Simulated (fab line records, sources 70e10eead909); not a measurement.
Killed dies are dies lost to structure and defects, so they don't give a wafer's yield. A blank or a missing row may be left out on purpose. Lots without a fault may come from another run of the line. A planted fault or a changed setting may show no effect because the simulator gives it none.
Which tool did it? | flow nand_harc | 24 lots, 72 wafers sampled, at 5 steps of a route of 1302

WHAT THE GAUGES READ, wafer by wafer
NHARC_A_CHANNEL_HOLE_D1_CD_MEAS_30. Usual: cd_nm 90.7 nm, standard deviation 2.
lot  | measured     | on        | cd_nm (nm)     | flag
L074 | day 8 22:35  | cd_sem-03 | 88.5 92.7 90.9 |
L075 | day 9 07:23  | cd_sem-02 | 88.6 87.8 88.3 |
L077 | day 9 23:10  | cd_sem-01 | 92.9 89.5 90.3 |
L076 | day 10 03:22 | cd_sem-01 | 94.0 91.0 92.9 |
L079 | day 10 23:13 | cd_sem-03 | 90.8 91.6 89.8 |
L078 | day 10 23:43 | cd_sem-02 | 92.4 91.1 93.2 |
L080 | day 11 07:34 | cd_sem-01 | 89.0 85.4 86.9 |
L081 | day 11 21:26 | cd_sem-02 | 88.2 89.2 90.7 |
L082 | day 12 04:31 | cd_sem-02 | 88.5 93.1 94.8 |
L083 | day 12 11:05 | cd_sem-02 | 93.0 89.8 94.4 |
L084 | day 12 20:01 | cd_sem-02 | 92.3 92.3 91.2 |
L085 | day 13 13:46 | cd_sem-03 | 90.7 95.8 89.6 |
L086 | day 13 14:31 | cd_sem-03 | 89.5 88.3 92.9 |
L087 | day 13 23:20 | cd_sem-02 | 92.1 88.9 92.3 |
L088 | day 14 20:08 | cd_sem-01 | 88.6 89.8 94.8 |
L089 | day 14 23:05 | cd_sem-03 | 89.5 89.4 90.5 |
L090 | day 15 20:50 | cd_sem-03 | 91.9 88.9 90.5 |
L091 | day 15 21:27 | cd_sem-03 | 88.8 89.4 89.6 |
L092 | day 16 01:17 | cd_sem-03 | 91.1 89.4 93.5 |
L093 | day 16 16:05 | cd_sem-03 | 89.4 90.4 89.4 |
L094 | day 17 04:14 | cd_sem-01 | 90.5 89.3 90.5 |
L095 | day 17 19:07 | cd_sem-02 | 90.5 88.5 88.2 |
L096 | day 18 05:49 | cd_sem-03 | 90.5 89.1 87.0 |
L097 | day 18 15:34 | cd_sem-02 | 89.8 88.3 89.8 |

NHARC_A_CHANNEL_HOLE_D1_INSPECT_40. Usual: raw_defect_count 74, standard deviation 25.
lot  | measured     | on                | raw_defect_count | flag
L074 | day 8 22:46  | defect_inspect-01 | 108 135 101      |
L075 | day 9 07:34  | defect_inspect-02 | 95 78 115        |
L077 | day 9 23:22  | defect_inspect-01 | 95 88 89         |
L076 | day 10 03:32 | defect_inspect-01 | 120 106 94       |
L079 | day 10 23:24 | defect_inspect-01 | 63 50 46         |
L078 | day 10 23:54 | defect_inspect-01 | 83 96 98         |
L080 | day 11 07:45 | defect_inspect-01 | 41 48 65         |
L081 | day 11 21:38 | defect_inspect-02 | 42 70 31         |
L082 | day 12 04:42 | defect_inspect-01 | 73 79 94         |
L083 | day 12 11:16 | defect_inspect-02 | 36 72 62         |
L084 | day 12 20:11 | defect_inspect-02 | 107 123 98       |
L085 | day 13 13:57 | defect_inspect-01 | 84 99 84         |
L086 | day 13 14:43 | defect_inspect-01 | 59 41 53         |
L087 | day 13 23:32 | defect_inspect-01 | 57 49 35         |
L088 | day 14 20:19 | defect_inspect-02 | 87 68 81         |
L089 | day 14 23:16 | defect_inspect-01 | 89 79 110        |
L090 | day 15 21:01 | defect_inspect-02 | 109 137 96       |
L091 | day 15 21:38 | defect_inspect-01 | 39 52 41         |
L092 | day 16 01:28 | defect_inspect-02 | 88 58 82         |
L093 | day 16 16:17 | defect_inspect-02 | 64 68 82         |
L094 | day 17 04:25 | defect_inspect-02 | 56 63 66         |
L095 | day 17 19:19 | defect_inspect-02 | 37 53 51         |
L096 | day 18 06:00 | defect_inspect-01 | 90 68 54         |
L097 | day 18 15:45 | defect_inspect-02 | 49 46 62         |

NHARC_A_ONON_D2_THK_MEAS_21: measures by ellipsometry. Usual: thk_nm 1002 nm, standard deviation 8.8.
lot  | measured     | on            | thk_nm (nm)    | flag
L074 | day 13 04:27 | film_metro-02 | 991 992 990    |
L075 | day 13 14:43 | film_metro-01 | 1010 1011 1010 |
L077 | day 13 22:31 | film_metro-02 | 998 995 996    |
L076 | day 13 22:31 | film_metro-01 | 1008 1007 1008 |
L079 | day 15 04:10 | film_metro-02 | 1004 1005 1005 |
L078 | day 15 04:11 | film_metro-01 | 988 986 989    |
L080 | day 15 12:18 | film_metro-02 | 1016 1015 1017 |
L081 | day 15 22:58 | film_metro-01 | 1008 1007 1008 |
L082 | day 16 05:59 | film_metro-01 | 1009 1009 1010 |
L083 | day 16 05:59 | film_metro-02 | 1009 1010 1008 |
L084 | day 16 19:25 | film_metro-01 | 995 995 996    |
L085 | day 17 13:58 | film_metro-02 | 991 988 988    |
L086 | day 17 13:56 | film_metro-02 | 1005 1005 1006 |
L087 | day 18 01:47 | film_metro-02 | 989 989 990    |
L088 | day 18 20:20 | film_metro-01 | 997 998 999    |
L089 | day 18 20:20 | film_metro-02 | 1005 1005 1007 |
L090 | day 19 17:47 | film_metro-02 | 1015 1017 1016 |
L091 | day 19 17:47 | film_metro-01 | 998 997 998    |
L092 | day 20 05:36 | film_metro-02 | 997 998 998    |
L093 | day 20 23:35 | film_metro-02 | 1009 1010 1011 |
L094 | day 21 06:18 | film_metro-01 | 995 993 994    |
L095 | day 21 16:34 | film_metro-01 | 998 995 995    |
L096 | day 22 05:01 | film_metro-01 | 1016 1017 1018 |
L097 | day 22 18:46 | film_metro-02 | 996 996 998    |

WHICH TOOL RAN EACH LOT (tool, then ch and the chambers of the sampled wafers, then the start)
lot  | NHARC_A_CHANNEL_HOLE_D1_ETCH_19  | NHARC_A_DECK1_JOINT_DEP_16
L074 | har_etch-02 ch 1, day 8 17:04    | pecvd-03 ch 0,1,2, day 12 17:20
L075 | har_etch-02 ch 0,1, day 9 01:52  | pecvd-02 ch 0,1, day 13 02:35
L077 | har_etch-02 ch 0,1, day 9 17:40  | pecvd-04 ch 0,1,2, day 13 10:31
L076 | har_etch-02 ch 0,1, day 9 21:49  | pecvd-03 ch 0,1, day 13 10:31
L079 | har_etch-01 ch 0,1, day 10 17:44 | pecvd-04 ch 1,2, day 14 15:10
L078 | har_etch-02 ch 0, day 10 18:10   | pecvd-03 ch 1,2, day 14 15:08
L080 | har_etch-01 ch 0,1, day 11 02:04 | pecvd-04 ch 1,2, day 15 01:13
L081 | har_etch-01 ch 0, day 11 15:55   | pecvd-02 ch 0,2, day 15 11:51
L082 | har_etch-02 ch 0,1, day 11 23:01 | pecvd-04 ch 1,2, day 15 18:58
L083 | har_etch-01 ch 0,1, day 12 05:34 | pecvd-03 ch 0,1,2, day 15 18:56
L084 | har_etch-02 ch 0,1, day 12 14:32 | pecvd-02 ch 1,2, day 16 08:21
L085 | har_etch-02 ch 0,1, day 13 08:17 | pecvd-04 ch 0,2, day 17 02:56
L086 | har_etch-01 ch 0,1, day 13 09:01 | pecvd-02 ch 0,2, day 17 02:55
L087 | har_etch-01 ch 0, day 13 17:50   | pecvd-03 ch 0,1,2, day 17 14:44
L088 | har_etch-01 ch 0,1, day 14 14:36 | pecvd-04 ch 0,1,2, day 18 09:28
L089 | har_etch-02 ch 0,1, day 14 17:38 | pecvd-04 ch 0,1, day 18 09:12
L090 | har_etch-02 ch 0,1, day 15 15:19 | pecvd-03 ch 1,2, day 19 06:05
L091 | har_etch-01 ch 0,1, day 15 15:56 | pecvd-04 ch 0,2, day 19 06:05
L092 | har_etch-02 ch 0,1, day 15 19:31 | pecvd-03 ch 1,2, day 19 18:17
L093 | har_etch-01 ch 0,1, day 16 10:34 | pecvd-04 ch 1,2, day 20 10:20
L094 | har_etch-01 ch 0,1, day 16 22:44 | pecvd-03 ch 0,2, day 20 19:15
L095 | har_etch-02 ch 1, day 17 13:38   | pecvd-02 ch 0,2, day 21 05:09
L096 | har_etch-01 ch 0,1, day 18 00:17 | pecvd-04 ch 0,1,2, day 21 17:57
L097 | har_etch-02 ch 0,1, day 18 10:01 | pecvd-04 ch 0,1,2, day 22 09:04
- NHARC_A_CHANNEL_HOLE_D1_ETCH_19: etches the open film in C4F8/O2/Ar, time 34.5 s.
- NHARC_A_DECK1_JOINT_DEP_16: deposits SiO2, target thk 45 nm.

WHAT THE TOOLS THEMSELVES READ (means of the sampled wafers that have a number; where no wafer has one, the mark that the record gives instead)
NHARC_A_CHANNEL_HOLE_D1_ETCH_19. Usual: drypump_motor_current_A 5.3 A, standard deviation 0.43; mfc_ar_sccm 374.9 sccm, standard deviation 1; oes_air_line_au 1.002 a.u., standard deviation 0.021; showerhead_plenum_p_Torr 3.67 Torr, standard deviation 0.11; throttle_valve_pct 37.038 %, standard deviation 0.01.
lot  | tool        | drypump_motor_current_A (A) | mfc_ar_sccm (sccm) | oes_air_line_au (a.u.) | showerhead_plenum_p_Torr (Torr) | throttle_valve_pct (%) | flag
L074 | har_etch-02 | 5.4                         | 374.9              | 1.003                  | 3.58                            | 37.044                 |
L075 | har_etch-02 | 5.0                         | 374.5              | 0.990                  | 3.64                            | 37.038                 |
L077 | har_etch-02 | 5.0                         | 375.1              | 1.025                  | 3.63                            | 37.038                 |
L076 | har_etch-02 | 5.2                         | 374.6              | 1.016                  | 3.60                            | 37.039                 |
L079 | har_etch-01 | 5.7                         | 375.3              | 1.015                  | 3.69                            | 37.040                 |
L078 | har_etch-02 | 4.8                         | 375.4              | 1.004                  | 3.65                            | 37.038                 |
L080 | har_etch-01 | 5.7                         | 375.4              | 1.014                  | 3.68                            | 37.042                 |
L081 | har_etch-01 | 6.0                         | 374.9              | 1.008                  | 3.64                            | 37.032                 |
L082 | har_etch-02 | 5.0                         | 375.4              | 0.998                  | 3.61                            | 37.026                 |
L083 | har_etch-01 | 5.4                         | 375.4              | 0.998                  | 3.71                            | 37.027                 |
L084 | har_etch-02 | 5.2                         | 374.5              | 1.001                  | 3.58                            | 37.034                 |
L085 | har_etch-02 | 5.2                         | 374.9              | 0.990                  | 3.58                            | 37.044                 |
L086 | har_etch-01 | 5.7                         | 374.2              | 1.011                  | 3.66                            | 37.031                 |
L087 | har_etch-01 | 6.0                         | 375.8              | 1.022                  | 3.62                            | 37.041                 |
L088 | har_etch-01 | 5.4                         | 374.1              | 0.989                  | 3.69                            | 37.032                 |
L089 | har_etch-02 | 5.1                         | 374.0              | 0.990                  | 3.59                            | 37.032                 |
L090 | har_etch-02 | 5.1                         | 375.9              | 0.978                  | 3.59                            | 37.028                 |
L091 | har_etch-01 | 5.7                         | 375.1              | 1.003                  | 3.65                            | 37.042                 |
L092 | har_etch-02 | 5.0                         | 374.9              | 1.013                  | 3.59                            | 37.044                 |
L093 | har_etch-01 | 5.7                         | 375.2              | 0.986                  | 3.64                            | 37.049                 |
L094 | har_etch-01 | 5.7                         | 375.0              | 1.003                  | 3.64                            | 37.030                 |
L095 | har_etch-02 | 5.4                         | 374.7              | 1.037                  | 3.99                            | 37.042                 |
L096 | har_etch-01 | 5.7                         | 375.4              | 0.991                  | 3.62                            | 37.035                 |
L097 | har_etch-02 | 5.0                         | 375.0              | 1.020                  | 3.98                            | 37.032                 |

NHARC_A_DECK1_JOINT_DEP_16. Usual: heater_power_w 529 W, standard deviation 110; throttle_valve_pct 16.0 %, standard deviation 0.43.
lot  | tool     | heater_power_w (W) | throttle_valve_pct (%) | flag
L074 | pecvd-03 | 503                | 15.7                   |
L075 | pecvd-02 | 507                | 15.7                   |
L077 | pecvd-04 | 529                | 16.2                   |
L076 | pecvd-03 | 394                | 15.8                   |
L079 | pecvd-04 | 518                | 16.1                   |
L078 | pecvd-03 | 603                | 15.6                   |
L080 | pecvd-04 | 544                | 16.3                   |
L081 | pecvd-02 | 607                | 16.1                   |
L082 | pecvd-04 | 497                | 16.2                   |
L083 | pecvd-03 | 480                | 15.8                   |
L084 | pecvd-02 | 553                | 15.9                   |
L085 | pecvd-04 | 614                | 16.5                   |
L086 | pecvd-02 | 654                | 15.9                   |
L087 | pecvd-03 | 445                | 15.6                   |
L088 | pecvd-04 | 558                | 16.4                   |
L089 | pecvd-04 | 508                | 16.4                   |
L090 | pecvd-03 | 566                | 15.9                   |
L091 | pecvd-04 | 577                | 16.6                   |
L092 | pecvd-03 | 562                | 15.6                   |
L093 | pecvd-04 | 566                | 16.1                   |
L094 | pecvd-03 | 387                | 15.7                   |
L095 | pecvd-02 | 654                | 15.9                   |
L096 | pecvd-04 | 524                | 16.2                   |
L097 | pecvd-04 | 511                | 16.2                   |

THE ANSWER, worked out from the rows above alone
Rule: a lot is off if the mean of its wafers that have a number lies more than 3 standard deviations from the usual mean. A lot without any number at a reading at which 4 lots or more have one is off too. The other lots that the step has rows for count as sound. The gauges are gone through in route order, then the tools' own readings, and for those a lot's mean is taken as printed above. The first step at which some lot is off is used, and at that step the reading that is off furthest; a lot without a number counts as furthest.
No lot is off at any reading shown: from this, nothing can be told.

WHAT THE SIMULATOR HAD PUT IN
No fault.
